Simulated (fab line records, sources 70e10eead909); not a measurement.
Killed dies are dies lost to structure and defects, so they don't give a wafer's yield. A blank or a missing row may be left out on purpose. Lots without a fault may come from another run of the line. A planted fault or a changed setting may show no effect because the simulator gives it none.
One fault seen from 2 desks | flow nand_harc | each desk has only its own numbers; what lay behind them comes last

THE TOOL OWNER'S DESK: cvd_w-01
The tool's own readings at NHARC_P_CONTACT_CVD_23 (deposits W, target thk 200 nm, time 557 s): means of the sampled wafers that have a number, for each lot that ran on this tool. A lot is out of limits, marked OUT, if its mean lies more than 4 standard deviations from the usual mean; the brackets give that distance.
Columns: A = heater_power_w at NHARC_P_CONTACT_CVD_23, usual 479 W; B = throttle_valve_pct at NHARC_P_CONTACT_CVD_23, usual 8.1 %
lot  | first seen here | A   | B
L351 | day 5 23:28     | 511 | 7.8
L353 | day 6 17:29     | 528 | 7.7
L357 | day 8 11:13     | 515 | 7.9
L361 | day 10 09:22    | 490 | 7.8
L363 | day 10 18:32    | 473 | 8.1
L366 | day 12 05:02    | 493 | 7.8
L368 | day 13 02:16    | 506 | 7.7
This desk's finding: nothing out of limits on any of the 7 lots.

THE DEFECT DESK
What the inspections along the route counted, lot by lot: means of the sampled wafers that have a number. A lot is out of limits, marked OUT, if its mean lies more than 4 standard deviations from the usual mean; the brackets give that distance.
Columns: A = raw_defect_count at NHARC_P_M0_INSPECT_11, usual 4.3
lot  | first seen here | A
L351 | day 6 01:16     | 2.7
L352 | day 6 07:17     | 3.3
L353 | day 6 19:34     | 2.0
L355 | day 7 17:22     | 5.3
L357 | day 8 13:02     | 3.0
L361 | day 10 11:19    | 3.3
L363 | day 10 21:16    | 5.0
L366 | day 12 07:04    | 4.0
L368 | day 13 04:07    | 4.0
L371 | day 14 11:34    | 3.3
L372 | day 15 01:19    | 3.0
L374 | day 15 22:16    | 2.7
This desk's finding: nothing out of limits on any of the 12 lots.

PUT TOGETHER
The tool owner's desk saw nothing out of limits.
The defect desk saw nothing out of limits.

WHAT THE SIMULATOR HAD PUT IN
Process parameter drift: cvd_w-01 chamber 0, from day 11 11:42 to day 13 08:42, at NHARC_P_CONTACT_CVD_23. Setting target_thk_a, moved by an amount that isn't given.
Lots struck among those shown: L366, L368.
